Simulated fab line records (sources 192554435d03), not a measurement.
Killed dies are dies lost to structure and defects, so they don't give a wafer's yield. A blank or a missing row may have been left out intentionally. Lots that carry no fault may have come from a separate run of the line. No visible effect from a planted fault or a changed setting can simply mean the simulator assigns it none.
A lot that was struck, set against a sound lot | flow n5_finfet | 15 steps out of a route of 1938
Sound: wafers L337.1, L337.2, L337.6. Struck: wafers L354.1, L354.5 (left out: L354.3, a lot-mate that was not struck); the cause follows at the end.
Order at every step that has rows: each side's tool, ch and its chambers, its first start. Under that, the readings that differ: sound wafers | struck wafers | difference of the means | sigmas: that difference in standard deviations of wafers without a fault.
alike: same words and numbers on both sides, and readings whose means sit less than 2 such deviations apart. not compared: any withheld reading, any reading some wafer has no value for, any bound like >300 that may hide the same value, and any number with overlapping values for which the record gives no deviation.
Wherever a step has rows on one side only, a row that says differs or no value, or a row with sigmas, the two part there. When numbers do not overlap yet have no deviation, they are printed without sigmas and do not part them. Lack of a reading on every wafer of one side parts them only where that side has two or more wafers.

N5_BEOL_M5_OVL_MEAS_29:
  sound on overlay-01 ch 0, day 8 20:32; struck on overlay-02 ch 0, day 13 11:46
  alike: V4_OVL
N5_BEOL_M5_INSPECT_30: inspects for defects (brightfield).
  struck on defect_inspect-01, day 13 11:50; sound on defect_inspect-01, day 8 20:35
  alike: raw_defect_count
N5_BEOL_M5_DESCUM_33: chemistry O2, time 7 s.
  sound on rie_diel-04 ch 0,2, day 8 20:58; struck on rie_diel-06 ch 0,1, day 13 12:02
  alike: chamber_pressure_mTorr, drypump_motor_current_A, oes_product_au, rf_vpp_V, showerhead_plenum_p_Torr, temp_c, throttle_valve_pct
  not compared: rf_hours_counter_h
N5_BEOL_M5_ETCH_75: etches underlayer in N2/H2, target depth 6.5 nm, time 5.2 s.
  sound on rie_diel-04 ch 0,2, day 8 21:00; struck on rie_diel-06 ch 0,1, day 13 12:04
  reading               | sound          | struck    | difference | sigmas
  oes_product_au (a.u.) | 0.64 0.58 0.58 | 0.72 0.81 | +0.17      | +2
  alike: chamber_pressure_mTorr, drypump_motor_current_A, etch_rf_on_time_s, rf_vpp_V, showerhead_plenum_p_Torr, throttle_valve_pct
  not compared: rf_hours_counter_h
N5_BEOL_M5_ETCH_67: etches SiARC in CF4, target depth 15.6 nm, time 26 s.
  sound on rie_diel-04 ch 0,2, day 8 21:01; struck on rie_diel-06 ch 0,1, day 13 12:05
  reading               | sound          | struck    | difference | sigmas
  oes_product_au (a.u.) | 0.64 0.58 0.58 | 0.72 0.80 | +0.16      | +2
  alike: chamber_pressure_mTorr, drypump_motor_current_A, etch_rf_on_time_s, rf_vpp_V, showerhead_plenum_p_Torr, throttle_valve_pct
  not compared: rf_hours_counter_h
then, 3 steps without rows for these wafers: N5_BEOL_M5_ETCH_68 (etches SOC in N2/H2, target depth 80 nm, overetch 16 nm, time 120 s); N5_BEOL_M5_STRIP_69 (strips in N2/H2); N5_BEOL_M5_STRIP_76 (strips in N2/H2).
N5_BEOL_M5_VIA_ETCH_34: etches SiCOH lowk in C4F6/O2, target depth 88.3 nm, time 39.2 s.
  sound on rie_diel-04 ch 0,2, day 8 21:09; struck on rie_diel-06 ch 0,1, day 13 12:13
  reading             | sound          | struck    | difference | sigmas
  oes_f_703_au (a.u.) | 0.75 0.64 0.64 | 0.85 0.94 | +0.22      | +2
  alike: chamber_pressure_mTorr, drypump_motor_current_A, oes_product_au, rf_vpp_V, showerhead_plenum_p_Torr, throttle_valve_pct
  not compared: rf_hours_counter_h
then, 1 step without rows for these wafers: N5_BEOL_M5_STRIP_85 (strips in C4F6/O2).
N5_BEOL_M5_STRIP_36: strips in N2/H2.
  sound on rie_diel-04 ch 0,2, day 8 21:11; struck on rie_diel-06 ch 0,1, day 13 12:15
  alike: chamber_pressure_mTorr, drypump_motor_current_A, oes_product_au, rf_vpp_V, showerhead_plenum_p_Torr, temp_c, throttle_valve_pct
  not compared: rf_hours_counter_h
then, 1 step without rows for these wafers: N5_BEOL_M5_TRENCH_ETCH_37 (etches SiCOH lowk in C4F6/O2, target depth 71.652 nm, time 24.7 s).
N5_BEOL_M5_ETCH_41: etches SiCN in CH3F/O2, target depth 31.5 nm, time 56.7 s.
  sound on rie_diel-04 ch 0,2, day 8 21:16; struck on rie_diel-06 ch 0,1, day 13 12:19
  reading                  | sound             | struck      | difference | sigmas
  oes_product_au (a.u.)    | 0.74 0.69 0.69    | 1.15 1.27   | +0.50      | +6
  model.etch.depth_nm (nm) | 21.13 21.18 21.32 | 34.36 34.46 | +13.20     |
  alike: CH3F_flow_sccm, chamber_pressure_mTorr, drypump_motor_current_A, rf_vpp_V, showerhead_plenum_p_Torr, throttle_valve_pct
  not compared: rf_hours_counter_h
then, 2 steps without rows for these wafers: N5_BEOL_M5_STRIP_91 (strips in N2/H2, time 10 s); N5_PASSIVATION_PROBE_49.

== WHERE THEY PART ==
Earliest at N5_BEOL_M5_ETCH_75; latest, in this record, at N5_BEOL_M5_ETCH_41.

WHY: what had been put in by the simulator
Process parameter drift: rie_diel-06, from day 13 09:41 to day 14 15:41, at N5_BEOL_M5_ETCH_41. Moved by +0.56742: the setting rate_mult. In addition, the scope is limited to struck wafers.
